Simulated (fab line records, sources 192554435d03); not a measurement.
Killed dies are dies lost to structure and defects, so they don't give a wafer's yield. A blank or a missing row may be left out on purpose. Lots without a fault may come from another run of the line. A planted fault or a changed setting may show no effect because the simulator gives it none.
Split-lot experiment | flow n5_finfet | 7 lots, 21 wafers read, on a route of 1938 steps

THE SPLIT
At N5_BEOL_M7_TRENCH_ETCH_37 (etches SiCOH lowk in C4F6/O2, target depth 93.478 nm, time 31.2 s), the setting time_s was moved away from the recipe's 31.2 s on 4 of the 21 wafers read, by -21.4% to +6.9%. The other wafers ran this setting at the recipe's value.

FROM THE SPLIT TO THE READING: what the file shows between them, 11 steps
- N5_BEOL_M7_ETCH_41: etches SiCN in CH3F/O2, target depth 31.9 nm, time 57.8 s
- N5_BEOL_M7_STRIP_80: strips in N2/H2, time 10 s
- N5_BEOL_M7_OCD_MEAS_38
- N5_BEOL_M7_HM_STRIP_39: strips TiN in peroxide tin strip, target depth 25 nm, time 158 s
- N5_BEOL_M7_SRD_40: time 30 s
- N5_BEOL_M7_ECD_50: material Cu, target thk 300 nm
- N5_BEOL_M7_ANNEAL_51: time 90 s
- N5_BEOL_M7_CMP_52: polishes, stops on SiCOH lowk, t overpolish 6.9 s, target thk 80 nm
- N5_BEOL_M7_THK_MEAS_53: measures by xrf
- N5_BEOL_M7_PRE_CLEAN_55: time 15 s
- N5_BEOL_M7_DEP_56: deposits SiCN from 3MS/NH3, target thk 10 nm, time 17.5 s

THE READING
M7_RS, in ohm/sq, at N5_BEOL_M7_RS_MEAS_57 (measures by four-point-probe). Fault-free wafers of this fab line usually give 0.286 ohm/sq, standard deviation 0.0081 ohm/sq.

wafer  | tool, chamber at the split | time_s as run, s | against the recipe | M7_RS, ohm/sq | against lot-mates on the recipe
L076.1 | rie_diel-04, 3             | 31.2             | recipe             | 0.294         | -
L076.3 | rie_diel-04, 2             | 31.2             | recipe             | 0.286         | -
L076.4 | rie_diel-04, 1             | 31.2             | recipe             | 0.299         | -
L086.2 | rie_diel-05, 1             | 31.2             | recipe             | 0.301         | -
L086.3 | rie_diel-05, 3             | 31.2             | recipe             | 0.284         | -
L086.4 | rie_diel-05, 0             | 31.2             | recipe             | 0.284         | -
L087.1 | rie_diel-05, 3             | 24.52            | -21.4%             | 0.392         | +0.105
L087.2 | rie_diel-05, 1             | 24.52            | -21.4%             | 0.429         | +0.142
L087.6 | rie_diel-05, 2             | 31.2             | recipe             | 0.287         | -
L089.1 | rie_diel-04, 1             | 27.21            | -12.8%             | 0.338         | +0.056
L089.4 | rie_diel-04, 0             | 31.2             | recipe             | 0.276         | -
L089.5 | rie_diel-04, 1             | 31.2             | recipe             | 0.288         | -
L090.2 | rie_diel-05, 3             | 31.2             | recipe             | 0.279         | -
L090.4 | rie_diel-05, 2             | 31.2             | recipe             | 0.281         | -
L090.5 | rie_diel-05, 2             | 33.36            | +6.9%              | 0.258         | -0.022
L092.2 | rie_diel-05, 3             | 31.2             | recipe             | 0.283         | -
L092.3 | rie_diel-05, 1             | 31.2             | recipe             | 0.298         | -
L092.4 | rie_diel-05, 2             | 31.2             | recipe             | 0.291         | -
L094.1 | rie_diel-05, 0             | 31.2             | recipe             | 0.288         | -
L094.5 | rie_diel-05, 3             | 31.2             | recipe             | 0.287         | -
L094.6 | rie_diel-05, 2             | 31.2             | recipe             | 0.288         | -

THE FIT
A straight line over all 21 wafers: M7_RS changes by -0.0054 ohm/sq for each +1% of time_s; r = -0.97; the points scatter about the line by 0.01 ohm/sq.
The same after taking each lot's own level away (the mean of its wafers on the recipe; 21 wafers): -0.00542 ohm/sq for each +1%; r = -0.97; scatter 0.0094 ohm/sq.
On that fit, the largest move of time_s shifts the reading by 0.12 ohm/sq.
The lots' own levels span 0.2800 to 0.2930 ohm/sq, that is 1.6 times the standard deviation above.
So the lot-to-lot level changes the slope little: the two slopes agree.
Check: with one of the wafers moved furthest among these (-21.4%) left out of the fit, the line predicts +0.125 ohm/sq for it against its lot-mates. It came out at +0.105 ohm/sq against them.

THE WHOLE CHAIN: every reading that the file lists as answering this split, in the file's order
step                      | what it does                                                        | reading                                                                      | change (the file's fit)               | r (the file's)
N5_BEOL_M7_TRENCH_ETCH_37 | etches SiCOH lowk in C4F6/O2, target depth 93.478 nm, time 31.2 s   | etch.depth_nm (the simulator's own value, which no gauge read)               | +0.975 nm for each +1% of the setting | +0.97
N5_BEOL_M7_TRENCH_ETCH_37 | etches SiCOH lowk in C4F6/O2, target depth 93.478 nm, time 31.2 s   | BEOL_M7.feature_depth_nm (the simulator's own value, which no gauge read)    | +0.98 nm for each +1% of the setting  | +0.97
N5_BEOL_M7_OCD_MEAS_38    |                                                                     | trench_depth_nm                                                              | +1 nm for each +1% of the setting     | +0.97
N5_BEOL_M7_CMP_52         | polishes, stops on SiCOH lowk, t overpolish 6.9 s, target thk 80 nm | Cu_of_BEOL_M7_ECD_50.thk_nm (the simulator's own value, which no gauge read) | +0.945 nm for each +1% of the setting | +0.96
N5_BEOL_M7_THK_MEAS_53    | measures by xrf                                                     | M7_THK                                                                       | +0.959 for each +1% of the setting    | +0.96
N5_BEOL_M7_RS_MEAS_57     | measures by four-point-probe                                        | M7_RS                                                                        | -0.00526 for each +1% of the setting  | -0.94

THE FILE'S OWN FIT
M7_RS changes by -0.00526 ohm/sq for each +1% of time_s, r = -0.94.
